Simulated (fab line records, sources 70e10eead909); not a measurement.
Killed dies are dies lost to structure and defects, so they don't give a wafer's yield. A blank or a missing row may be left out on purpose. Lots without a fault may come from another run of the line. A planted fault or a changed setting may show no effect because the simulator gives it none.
A struck lot beside a sound one | flow nand_harc | 14 steps out of a route of 1159
Sound: wafers L352.1, L352.5, L352.6. Struck: wafers L357.2, L357.3, L357.5. The cause comes at the end.
At each step with rows: each side's tool, then ch and its chambers, then its first start. Under that, the readings that differ: sound wafers | struck wafers | difference of the means | sigmas: that difference in standard deviations of wafers without a fault.
alike: readings whose means differ by less than 2 such deviations, and words and numbers that are the same on both sides. not compared: withheld readings, readings that some wafer has no value for, bounds like >300 that may hide the same value, and numbers for which the record gives no deviation and whose values overlap.
The two part at a step that has a row with sigmas, a row that says differs or no value, or rows on one side only. Numbers that don't overlap but have no deviation are shown without sigmas and don't part them. A reading that every wafer of one side lacks parts them only if that side has two wafers or more.

first, 5 steps without rows for these wafers: NHARC_A_SLIT_SOFTBAKE_04 (time 55 s); NHARC_A_SLIT_EBR_05; NHARC_A_SLIT_EXPOSE_06 (exposes mask SLIT); NHARC_A_SLIT_PEB_07 (peb time 65 s); NHARC_A_SLIT_DEVELOP_08 (develop time 35 s).
NHARC_A_SLIT_CD_MEAS_09: target cd 300 nm.
  sound on cd_sem-02 ch 0, day 15 10:52; struck on cd_sem-02 ch 0, day 16 14:40
  alike: cd_nm
NHARC_A_SLIT_OVL_MEAS_10:
  sound on overlay-02, day 15 10:57; struck on overlay-01, day 16 14:46
  reading           | sound       | struck       | difference | sigmas
  overlay_y_nm (nm) | 1.7 1.4 1.7 | 0.1 0.0 -0.4 | -1.7       | -2
  alike: overlay_x_nm
NHARC_A_SLIT_INSPECT_11:
  sound on defect_inspect-01, day 15 10:59; struck on defect_inspect-02, day 16 14:48
  alike: raw_defect_count
NHARC_A_SLIT_DESCUM_14: chemistry O2, time 3 s.
  sound on rie_diel-12 ch 0,2,3, day 15 11:04; struck on rie_diel-08 ch 1,2, day 16 14:52
  alike: drypump_motor_current_A, oes_product_au, rf_vpp_V, showerhead_plenum_p_Torr, throttle_valve_pct
  not compared: rf_hours_counter_h
NHARC_A_SLIT_ETCH_24: etches the open film in CF4/CHF3, target depth 121 nm, time 60.5 s.
  sound on rie_diel-12 ch 0,3, day 15 11:10; struck on rie_diel-08 ch 0,1,3, day 16 15:17
  alike: bias_w, cf4_flow_sccm, drypump_motor_current_A, oes_product_au, rf_vpp_V, showerhead_plenum_p_Torr, throttle_valve_pct
  not compared: rf_hours_counter_h
NHARC_A_SLIT_ETCH_15: etches the open film in O2/COS, target depth 3200 nm, time 832 s.
  sound on rie_diel-12 ch 0,1,2; struck on rie_diel-08 ch 0,2,3
  alike: bias_w, chamber_pressure_mTorr, drypump_motor_current_A, oes_product_au, rf_vpp_V, showerhead_plenum_p_Torr, throttle_valve_pct
  not compared: rf_hours_counter_h
NHARC_A_SLIT_ETCH_17: etches the open film in C4F8/O2/Ar, time 1687.5 s, target depth 10100 nm.
  sound on har_etch-02 ch 0,1, day 15 13:04; struck on har_etch-01 ch 0,1, day 16 17:14
  alike: c4f8_flow_sccm, chamber_pressure_mTorr, drypump_motor_current_A, showerhead_plenum_p_Torr, throttle_valve_pct
  not compared: rf_hours_counter_h
NHARC_A_SLIT_ETCH_26: etches the open film in C4F8/O2/Ar, time 90 s, target depth 400 nm.
  sound on har_etch-02 ch 0,1, day 15 14:33; struck on har_etch-01 ch 0,1, day 16 18:31
  no value came back on the struck wafers for any of 5 readings (bias_v (V), c4f8_flow_sccm (sccm) and others); on the sound wafers bias_v (V) reads 399 397 406
  not compared: rf_hours_counter_h
then, 1 step without rows for these wafers: NHARC_A_SLIT_STRIP_28 (strips in O2/COS).

WHERE THEY PART
First at NHARC_A_SLIT_OVL_MEAS_10; last, within this record, at NHARC_A_SLIT_ETCH_26.

WHY: what the simulator had put in
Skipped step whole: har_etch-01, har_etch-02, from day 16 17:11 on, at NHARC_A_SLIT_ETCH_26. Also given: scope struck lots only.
